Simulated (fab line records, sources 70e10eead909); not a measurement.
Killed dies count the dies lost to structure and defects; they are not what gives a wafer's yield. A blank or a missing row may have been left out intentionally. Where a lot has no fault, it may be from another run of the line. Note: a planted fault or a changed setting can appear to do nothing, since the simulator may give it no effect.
Matching of chambers || flow nand_harc || NHARC_A_STAIRCASE_TRIM_20 on rie_diel-10: 4 sister chambers
The step chemistry O2, time 211.2 s. 4 wafers are shown with their chamber, then 8 later ones without.

## WAFERS, EACH WITH ITS CHAMBER
{"wafer": "L080.2", "chamber": 2, "drypump_motor_current_A (A)": 5.1}
{"wafer": "L086.4", "chamber": 3, "drypump_motor_current_A (A)": 6.8}
{"wafer": "L086.6", "chamber": 1, "drypump_motor_current_A (A)": 6.5}
{"wafer": "L087.3", "chamber": 0, "drypump_motor_current_A (A)": 5.5}

## WAFERS WHOSE CHAMBER IS MISSING
{"wafer": "L087.5", "drypump_motor_current_A (A)": 6.5}
{"wafer": "L087.6", "drypump_motor_current_A (A)": 5.2}
{"wafer": "L090.1", "drypump_motor_current_A (A)": 6.5}
{"wafer": "L090.4", "drypump_motor_current_A (A)": 6.8}
{"wafer": "L090.6", "drypump_motor_current_A (A)": 5.5}
{"wafer": "L097.3", "drypump_motor_current_A (A)": 6.5}
{"wafer": "L097.4", "drypump_motor_current_A (A)": 5.1}
{"wafer": "L097.6", "drypump_motor_current_A (A)": 5.1}

## WHICH CHAMBER EACH ONE RAN IN
{"wafer": "L087.5", "from the rows above": 1, "in truth": 1}
{"wafer": "L087.6", "from the rows above": 2, "in truth": 2}
{"wafer": "L090.1", "from the rows above": 1, "in truth": 1}
{"wafer": "L090.4", "from the rows above": 3, "in truth": 3}
{"wafer": "L090.6", "from the rows above": 0, "in truth": 0}
{"wafer": "L097.3", "from the rows above": 1, "in truth": 1}
{"wafer": "L097.4", "from the rows above": 2, "in truth": 2}
{"wafer": "L097.6", "from the rows above": 2, "in truth": 2}
Correct placement for 8 of the 8. From these rows, 0 cannot be placed. Wrongly placed: 0.
How it was worked out, from the rows above alone: a wafer's distance from a chamber is the root of the sum, over the readings, of the square of ((its reading less the chamber's mean) divided by the reading's scatter). The wafer belongs to the nearest chamber; if the next one is less than 2 further off, it can't be placed. Each chamber's mean is taken over the wafers shown for it. The scatter: root of mean squared gap, hidden wafer to nearest shown wafer, with one shown wafer a chamber.
